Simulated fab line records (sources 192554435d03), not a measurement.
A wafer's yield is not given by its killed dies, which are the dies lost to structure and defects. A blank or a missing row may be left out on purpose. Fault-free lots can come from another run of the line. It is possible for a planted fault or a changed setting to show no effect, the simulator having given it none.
The tool behind it: which one? + flow n5-finfet + Sampling: 24 lots, 72 wafers, 6 of 1938 route steps

## WHAT THE GAUGES READ, wafer by wafer
N5_BEOL_M2_OVL_MEAS_29. Usual: V1_OVL typically reads 0.1 nm, with standard deviation 0.68.
| lot  | measured     | on         | V1_OVL (nm)    | flag |
|------|--------------|------------|----------------|------|
| L074 | day 6 17:06  | overlay-01 | 0.2 0.5 -1.2   |      |
| L076 | day 6 18:11  | overlay-01 | 1.1 0.9 1.1    |      |
| L075 | day 7 01:20  | overlay-02 | 0.2 0.8 0.1    |      |
| L077 | day 7 09:24  | overlay-01 | 0.7 -0.3 0.9   |      |
| L078 | day 7 09:35  | overlay-01 | 0.8 0.2 0.7    |      |
| L079 | day 8 00:16  | overlay-01 | 0.5 0.4 0.8    |      |
| L080 | day 8 09:37  | overlay-01 | 1.1 1.3 1.4    |      |
| L081 | day 8 12:25  | overlay-01 | 0.7 0.2 0.9    |      |
| L082 | day 8 13:06  | overlay-02 | 0.2 0.9 0.7    |      |
| L083 | day 8 17:44  | overlay-01 | -0.2 -1.0 -0.2 |      |
| L085 | day 9 07:06  | overlay-01 | -0.8 -1.4 -0.1 |      |
| L084 | day 9 09:56  | overlay-02 | -0.5 -1.7 -0.2 |      |
| L087 | day 10 14:45 | overlay-01 | 0.3 0.3 0.0    |      |
| L086 | day 10 19:32 | overlay-01 | -0.4 -0.5 0.5  |      |
| L089 | day 10 22:13 | overlay-02 | -0.2 -0.2 -0.5 |      |
| L088 | day 11 00:54 | overlay-01 | 0.9 0.2 0.9    |      |
| L090 | day 11 01:28 | overlay-02 | 0.5 0.3 -0.7   |      |
| L093 | day 11 21:41 | overlay-01 | 0.1 1.1 0.9    |      |
| L091 | day 12 02:41 | overlay-01 | -0.4 0.6 -0.5  |      |
| L094 | day 12 03:24 | overlay-01 | 0.3 -0.1 0.5   |      |
| L095 | day 12 05:44 | overlay-01 | -0.2 0.2 0.0   |      |
| L092 | day 12 06:27 | overlay-01 | -0.5 -0.3 0.2  |      |
| L096 | day 12 08:04 | overlay-02 | -0.6 -1.3 -0.9 |      |
| L097 | day 13 03:11 | overlay-01 | -1.0 -1.1 -0.8 |      |

## EACH LOT AND THE TOOL THAT RAN IT (in order: tool; ch and the chambers of the sampled wafers; start)
| lot  | N5_BEOL_M1_SPUTTER_81        | N5_BEOL_M1_ANNEAL_89         | N5_BEOL_M1_SPUTTER_90        | N5_BEOL_M1_SPUTTER_94        | N5_BEOL_M2_ETCH_74                 |
|------|------------------------------|------------------------------|------------------------------|------------------------------|------------------------------------|
| L074 | pvd-sputter-01, day 6 10:37  | pvd-sputter-01, day 6 11:08  | pvd-sputter-01, day 6 11:16  | pvd-sputter-01, day 6 11:43  | rie-diel-04 ch 0,2,3, day 6 16:06  |
| L076 | pvd-sputter-01, day 6 13:36  | pvd-sputter-01, day 6 14:07  | pvd-sputter-01, day 6 14:16  | pvd-sputter-01, day 6 14:42  | rie-diel-05 ch 1,2, day 6 17:26    |
| L075 | pvd-sputter-02, day 6 18:41  | pvd-sputter-02, day 6 19:12  | pvd-sputter-02, day 6 19:20  | pvd-sputter-02, day 6 19:47  | rie-diel-04 ch 0,2,3, day 7 00:34  |
| L077 | pvd-sputter-03, day 7 01:52  | pvd-sputter-03, day 7 02:23  | pvd-sputter-03, day 7 02:31  | pvd-sputter-03, day 7 02:58  | rie-diel-04 ch 0,1,2, day 7 08:28  |
| L078 | pvd-sputter-02, day 7 04:53  | pvd-sputter-02, day 7 05:25  | pvd-sputter-02, day 7 05:33  | pvd-sputter-02, day 7 05:59  | rie-diel-06 ch 0,2,3, day 7 08:43  |
| L079 | pvd-sputter-01, day 7 19:27  | pvd-sputter-01, day 7 19:58  | pvd-sputter-01, day 7 20:07  | pvd-sputter-01, day 7 20:33  | rie-diel-05 ch 0,1,2, day 7 23:22  |
| L080 | pvd-sputter-02, day 8 05:07  | pvd-sputter-02, day 8 05:38  | pvd-sputter-02, day 8 05:46  | pvd-sputter-02, day 8 06:13  | rie-diel-06 ch 0,3, day 8 08:49    |
| L081 | pvd-sputter-03, day 8 06:59  | pvd-sputter-03, day 8 07:30  | pvd-sputter-03, day 8 07:38  | pvd-sputter-03, day 8 08:05  | rie-diel-05 ch 0,1,3, day 8 11:38  |
| L082 | pvd-sputter-02, day 8 08:33  | pvd-sputter-02, day 8 09:04  | pvd-sputter-02, day 8 09:13  | pvd-sputter-02, day 8 09:39  | rie-diel-06 ch 2,3, day 8 12:19    |
| L083 | pvd-sputter-02, day 8 13:22  | pvd-sputter-02, day 8 13:53  | pvd-sputter-02, day 8 14:02  | pvd-sputter-02, day 8 14:28  | rie-diel-04 ch 2,3, day 8 16:57    |
| L085 | pvd-sputter-03, day 9 02:28  | pvd-sputter-03, day 9 02:59  | pvd-sputter-03, day 9 03:08  | pvd-sputter-03, day 9 03:34  | rie-diel-05 ch 1,3, day 9 06:20    |
| L084 | pvd-sputter-03, day 9 04:51  | pvd-sputter-03, day 9 05:22  | pvd-sputter-03, day 9 05:31  | pvd-sputter-03, day 9 05:57  | rie-diel-06 ch 0,2,3, day 9 09:09  |
| L087 | pvd-sputter-01, day 10 10:13 | pvd-sputter-01, day 10 10:44 | pvd-sputter-01, day 10 10:53 | pvd-sputter-01, day 10 11:19 | rie-diel-04 ch 0,1,3, day 10 14:00 |
| L086 | pvd-sputter-01, day 10 15:29 | pvd-sputter-01, day 10 16:00 | pvd-sputter-01, day 10 16:08 | pvd-sputter-01, day 10 16:35 | rie-diel-05 ch 0,3, day 10 18:38   |
| L089 | pvd-sputter-01, day 10 17:58 | pvd-sputter-01, day 10 18:29 | pvd-sputter-01, day 10 18:37 | pvd-sputter-01, day 10 19:04 | rie-diel-04 ch 0,1,3, day 10 21:26 |
| L088 | pvd-sputter-02, day 10 20:21 | pvd-sputter-02, day 10 20:52 | pvd-sputter-02, day 10 21:01 | pvd-sputter-02, day 10 21:27 | rie-diel-05 ch 0,2, day 11 00:00   |
| L090 | pvd-sputter-01, day 10 21:19 | pvd-sputter-01, day 10 21:50 | pvd-sputter-01, day 10 21:58 | pvd-sputter-01, day 10 22:25 | rie-diel-05 ch 0,2, day 11 00:35   |
| L093 | pvd-sputter-03, day 11 17:15 | pvd-sputter-03, day 11 17:46 | pvd-sputter-03, day 11 17:55 | pvd-sputter-03, day 11 18:21 | rie-diel-06 ch 0,3, day 11 20:44   |
| L091 | pvd-sputter-01, day 11 22:03 | pvd-sputter-01, day 11 22:34 | pvd-sputter-01, day 11 22:43 | pvd-sputter-01, day 11 23:09 | rie-diel-04 ch 0,1,3, day 12 01:55 |
| L094 | pvd-sputter-03, day 11 22:53 | pvd-sputter-03, day 11 23:25 | pvd-sputter-03, day 11 23:33 | pvd-sputter-03, day 11 23:59 | rie-diel-06 ch 1,2,3, day 12 02:22 |
| L095 | pvd-sputter-01, day 12 00:16 | pvd-sputter-01, day 12 00:47 | pvd-sputter-01, day 12 00:56 | pvd-sputter-01, day 12 01:22 | rie-diel-05 ch 1,2,3, day 12 04:46 |
| L092 | pvd-sputter-03, day 12 02:19 | pvd-sputter-03, day 12 02:50 | pvd-sputter-03, day 12 02:58 | pvd-sputter-03, day 12 03:25 | rie-diel-05 ch 0,1,3, day 12 05:28 |
| L096 | pvd-sputter-01, day 12 02:39 | pvd-sputter-01, day 12 03:10 | pvd-sputter-01, day 12 03:19 | pvd-sputter-01, day 12 03:45 | rie-diel-06 ch 0,1,2, day 12 07:14 |
| L097 | pvd-sputter-03, day 12 22:58 | pvd-sputter-03, day 12 23:29 | pvd-sputter-03, day 12 23:38 | pvd-sputter-03, day 13 00:04 | rie-diel-05 ch 0,2,3, day 13 02:27 |
- N5_BEOL_M1_SPUTTER_81: material Cu, target thk 4.5 nm, time 8.29 s.
- N5_BEOL_M1_ANNEAL_89: time 240 s.
- N5_BEOL_M1_SPUTTER_90: material Cu, target thk 4.5 nm, time 8.29 s.
- N5_BEOL_M1_SPUTTER_94: material Cu, target thk 4.5 nm, time 8.29 s.
- N5_BEOL_M2_ETCH_74: etches underlayer in N2/H2, target depth 6.5 nm, time 5.2 s.

## AS READ BY THE TOOLS THEMSELVES (means over the sampled wafers that have a number; for cases with no such wafer, the mark the record gives instead)
N5_BEOL_M1_SPUTTER_81. Usual: substrate-temp-c -19.99 C, standard deviation 0.099; throttle-valve-pct 30.5 %, standard deviation 1.1.
| lot  | tool           | substrate-temp-c (C) | throttle-valve-pct (%) | flag |
|------|----------------|----------------------|------------------------|------|
| L074 | pvd-sputter-01 | -20.12               | 30.3                   |      |
| L076 | pvd-sputter-01 | -19.95               | 30.7                   |      |
| L075 | pvd-sputter-02 | -19.94               | 29.0                   |      |
| L077 | pvd-sputter-03 | -19.93               | 30.2                   |      |
| L078 | pvd-sputter-02 | -19.94               | 28.8                   |      |
| L079 | pvd-sputter-01 | -19.99               | 31.0                   |      |
| L080 | pvd-sputter-02 | -20.02               | 29.4                   |      |
| L081 | pvd-sputter-03 | -20.04               | 30.0                   |      |
| L082 | pvd-sputter-02 | -19.89               | 29.3                   |      |
| L083 | pvd-sputter-02 | -20.00               | 29.2                   |      |
| L085 | pvd-sputter-03 | -20.02               | 30.9                   |      |
| L084 | pvd-sputter-03 | -20.01               | 31.4                   |      |
| L087 | pvd-sputter-01 | -20.06               | 30.7                   |      |
| L086 | pvd-sputter-01 | -20.07               | 30.3                   |      |
| L089 | pvd-sputter-01 | -20.06               | 31.2                   |      |
| L088 | pvd-sputter-02 | -20.09               | 29.4                   |      |
| L090 | pvd-sputter-01 | -19.97               | 30.9                   |      |
| L093 | pvd-sputter-03 | -20.08               | 32.2                   |      |
| L091 | pvd-sputter-01 | -20.20               | 31.0                   |      |
| L094 | pvd-sputter-03 | -19.94               | 30.1                   |      |
| L095 | pvd-sputter-01 | -19.97               | 31.2                   |      |
| L092 | pvd-sputter-03 | -19.98               | 30.2                   |      |
| L096 | pvd-sputter-01 | -19.98               | 31.2                   |      |
| L097 | pvd-sputter-03 | -19.88               | 31.0                   |      |

N5_BEOL_M1_ANNEAL_89. Usual: heater-power-w 838 W, standard deviation 82.
| lot  | tool           | heater-power-w (W) | flag |
|------|----------------|--------------------|------|
| L074 | pvd-sputter-01 | 880                |      |
| L076 | pvd-sputter-01 | 899                |      |
| L075 | pvd-sputter-02 | 816                |      |
| L077 | pvd-sputter-03 | 807                |      |
| L078 | pvd-sputter-02 | 854                |      |
| L079 | pvd-sputter-01 | 893                |      |
| L080 | pvd-sputter-02 | 830                |      |
| L081 | pvd-sputter-03 | 793                |      |
| L082 | pvd-sputter-02 | 847                |      |
| L083 | pvd-sputter-02 | 839                |      |
| L085 | pvd-sputter-03 | 780                |      |
| L084 | pvd-sputter-03 | 854                |      |
| L087 | pvd-sputter-01 | 889                |      |
| L086 | pvd-sputter-01 | 886                |      |
| L089 | pvd-sputter-01 | 843                |      |
| L088 | pvd-sputter-02 | 851                |      |
| L090 | pvd-sputter-01 | 814                |      |
| L093 | pvd-sputter-03 | 898                |      |
| L091 | pvd-sputter-01 | 915                |      |
| L094 | pvd-sputter-03 | 777                |      |
| L095 | pvd-sputter-01 | 828                |      |
| L092 | pvd-sputter-03 | 814                |      |
| L096 | pvd-sputter-01 | 775                |      |
| L097 | pvd-sputter-03 | 840                |      |

N5_BEOL_M1_SPUTTER_90. Usual: substrate-temp-c -19.99 C, standard deviation 0.11; throttle-valve-pct 30.5 %, standard deviation 1.1.
| lot  | tool           | substrate-temp-c (C) | throttle-valve-pct (%) | flag |
|------|----------------|----------------------|------------------------|------|
| L074 | pvd-sputter-01 | -20.02               | 30.3                   |      |
| L076 | pvd-sputter-01 | -19.99               | 30.8                   |      |
| L075 | pvd-sputter-02 | -19.99               | 29.2                   |      |
| L077 | pvd-sputter-03 | -19.92               | 30.0                   |      |
| L078 | pvd-sputter-02 | -19.99               | 29.1                   |      |
| L079 | pvd-sputter-01 | -19.93               | 30.7                   |      |
| L080 | pvd-sputter-02 | -20.02               | 29.3                   |      |
| L081 | pvd-sputter-03 | -20.05               | 30.1                   |      |
| L082 | pvd-sputter-02 | -19.95               | 29.3                   |      |
| L083 | pvd-sputter-02 | -19.93               | 29.1                   |      |
| L085 | pvd-sputter-03 | -19.94               | 30.7                   |      |
| L084 | pvd-sputter-03 | -20.00               | 31.3                   |      |
| L087 | pvd-sputter-01 | -19.98               | 30.8                   |      |
| L086 | pvd-sputter-01 | -20.08               | 30.4                   |      |
| L089 | pvd-sputter-01 | -19.94               | 31.2                   |      |
| L088 | pvd-sputter-02 | -19.90               | 29.3                   |      |
| L090 | pvd-sputter-01 | -19.95               | 30.8                   |      |
| L093 | pvd-sputter-03 | -19.96               | 32.3                   |      |
| L091 | pvd-sputter-01 | -19.98               | 31.1                   |      |
| L094 | pvd-sputter-03 | -20.05               | 30.4                   |      |
| L095 | pvd-sputter-01 | -19.97               | 31.2                   |      |
| L092 | pvd-sputter-03 | -19.97               | 30.1                   |      |
| L096 | pvd-sputter-01 | -20.03               | 31.2                   |      |
| L097 | pvd-sputter-03 | -19.96               | 30.9                   |      |

N5_BEOL_M1_SPUTTER_94. Usual: substrate-temp-c -20.00 C, standard deviation 0.096; throttle-valve-pct 30.5 %, standard deviation 1.1.
| lot  | tool           | substrate-temp-c (C) | throttle-valve-pct (%) | flag |
|------|----------------|----------------------|------------------------|------|
| L074 | pvd-sputter-01 | -19.98               | 30.4                   |      |
| L076 | pvd-sputter-01 | -20.08               | 30.8                   |      |
| L075 | pvd-sputter-02 | -19.94               | 29.1                   |      |
| L077 | pvd-sputter-03 | -19.94               | 30.1                   |      |
| L078 | pvd-sputter-02 | -20.01               | 29.2                   |      |
| L079 | pvd-sputter-01 | -20.02               | 30.7                   |      |
| L080 | pvd-sputter-02 | -19.98               | 29.2                   |      |
| L081 | pvd-sputter-03 | -20.08               | 30.2                   |      |
| L082 | pvd-sputter-02 | -19.98               | 29.2                   |      |
| L083 | pvd-sputter-02 | -19.98               | 29.2                   |      |
| L085 | pvd-sputter-03 | -19.98               | 31.0                   |      |
| L084 | pvd-sputter-03 | -20.03               | 31.6                   |      |
| L087 | pvd-sputter-01 | -19.90               | 30.8                   |      |
| L086 | pvd-sputter-01 | -20.03               | 30.4                   |      |
| L089 | pvd-sputter-01 | -19.95               | 31.2                   |      |
| L088 | pvd-sputter-02 | -20.03               | 29.3                   |      |
| L090 | pvd-sputter-01 | -20.00               | 30.9                   |      |
| L093 | pvd-sputter-03 | -19.98               | 32.2                   |      |
| L091 | pvd-sputter-01 | -20.01               | 31.2                   |      |
| L094 | pvd-sputter-03 | -20.00               | 30.3                   |      |
| L095 | pvd-sputter-01 | -20.01               | 31.2                   |      |
| L092 | pvd-sputter-03 | -20.15               | 30.1                   |      |
| L096 | pvd-sputter-01 | -20.08               | 31.3                   |      |
| L097 | pvd-sputter-03 | -20.10               | 30.9                   |      |

N5_BEOL_M2_ETCH_74. Usual: for bias-w, 149.9 W with a standard deviation of 0.44; for drypump-motor-current-A, 5.6 A with a standard deviation of 0.49; for etch-rf-on-time-s, 5.14 s with a standard deviation of 0.11; for oes-product-au, 0.68 a.u. with a standard deviation of 0.077; for rf-vpp-V, 524.7 V with a standard deviation of 2.8; for showerhead-plenum-p-Torr, 2.57 Torr with a standard deviation of 0.094; for throttle-valve-pct, 17.78 % with a standard deviation of 0.24.
| lot  | tool        | bias-w (W) | drypump-motor-current-A (A) | etch-rf-on-time-s (s) | oes-product-au (a.u.) | rf-vpp-V (V) | showerhead-plenum-p-Torr (Torr) | throttle-valve-pct (%) | flag |
|------|-------------|------------|-----------------------------|-----------------------|-----------------------|--------------|---------------------------------|------------------------|------|
| L074 | rie-diel-04 | 150.1      | 5.4                         | 5.01                  | 0.71                  | 523.2        | 2.53                            | 17.85                  |      |
| L076 | rie-diel-05 | 150.0      | 5.2                         | 5.07                  | 0.76                  | 527.2        | 2.66                            | 17.50                  |      |
| L075 | rie-diel-04 | 150.2      | 5.4                         | 5.06                  | 0.71                  | 523.1        | 2.53                            | 17.84                  |      |
| L077 | rie-diel-04 | 150.1      | 5.5                         | 5.13                  | 0.68                  | 524.8        | 2.59                            | 17.76                  |      |
| L078 | rie-diel-06 | 149.7      | 5.6                         | 5.17                  | 0.68                  | 525.7        | 2.64                            | 17.82                  |      |
| L079 | rie-diel-05 | 150.2      | 5.6                         | 5.18                  | 0.68                  | 524.8        | 2.58                            | 17.68                  |      |
| L080 | rie-diel-06 | 149.5      | 5.9                         | 5.12                  | 0.71                  | 527.1        | 2.68                            | 17.92                  |      |
| L081 | rie-diel-05 | 150.0      | 5.7                         | 5.17                  | 0.61                  | 523.2        | 2.55                            | 17.97                  |      |
| L082 | rie-diel-06 | 149.9      | 5.7                         | 5.16                  | 0.64                  | 525.3        | 2.61                            | 17.81                  |      |
| L083 | rie-diel-04 | 149.5      | 5.8                         | 5.05                  | 0.68                  | 521.9        | 2.48                            | 17.96                  |      |
| L085 | rie-diel-05 | 150.3      | 5.4                         | 5.11                  | 0.68                  | 526.4        | 2.60                            | 17.94                  |      |
| L084 | rie-diel-06 | 150.0      | 5.6                         | 5.11                  | 0.68                  | 525.2        | 2.63                            | 17.83                  |      |
| L087 | rie-diel-04 | 149.8      | 5.5                         | 5.10                  | 0.65                  | 523.6        | 2.53                            | 17.78                  |      |
| L086 | rie-diel-05 | 150.3      | 6.1                         | 5.34                  | 0.61                  | 522.5        | 2.48                            | 17.92                  |      |
| L089 | rie-diel-04 | 149.7      | 5.5                         | 5.05                  | 0.66                  | 522.9        | 2.53                            | 17.77                  |      |
| L088 | rie-diel-05 | 149.6      | 6.0                         | 5.20                  | 0.68                  | 522.9        | 2.51                            | 17.63                  |      |
| L090 | rie-diel-05 | 150.1      | 6.0                         | 5.25                  | 0.66                  | 523.4        | 2.51                            | 17.64                  |      |
| L093 | rie-diel-06 | 150.1      | 5.9                         | 5.13                  | 0.71                  | 528.6        | 2.69                            | 17.98                  |      |
| L091 | rie-diel-04 | 149.9      | 5.5                         | 5.12                  | 0.64                  | 524.6        | 2.53                            | 17.78                  |      |
| L094 | rie-diel-06 | 150.2      | 5.6                         | 5.23                  | 0.69                  | 522.6        | 2.53                            | 17.73                  |      |
| L095 | rie-diel-05 | 150.0      | 5.3                         | 5.12                  | 0.77                  | 525.9        | 2.62                            | 17.56                  |      |
| L092 | rie-diel-05 | 150.2      | 5.7                         | 5.18                  | 0.73                  | 524.5        | 2.53                            | 17.74                  |      |
| L096 | rie-diel-06 | 149.4      | 5.5                         | 5.12                  | 0.73                  | 525.4        | 2.54                            | 17.74                  |      |
| L097 | rie-diel-05 | 149.8      | 5.7                         | 5.11                  | 0.72                  | 525.5        | 2.56                            | 17.58                  |      |

## THE ANSWER, worked out from the rows above alone
Rule: lot off if the mean of its wafers having a number is beyond 3 standard deviations from the usual mean. A lot without any number at a reading at which 4 lots or more have one is off too. The other lots that the step has rows for count as sound. After the gauges, taken in route order, come the tools' own readings; for these a lot's mean is taken, as printed above. The first step at which some lot is off is used, and at that step the reading that is off furthest; a lot without a number counts as furthest.
No lot is off at any reading shown: from this, nothing can be told.

## WHAT HAD BEEN PUT IN BY THE SIMULATOR
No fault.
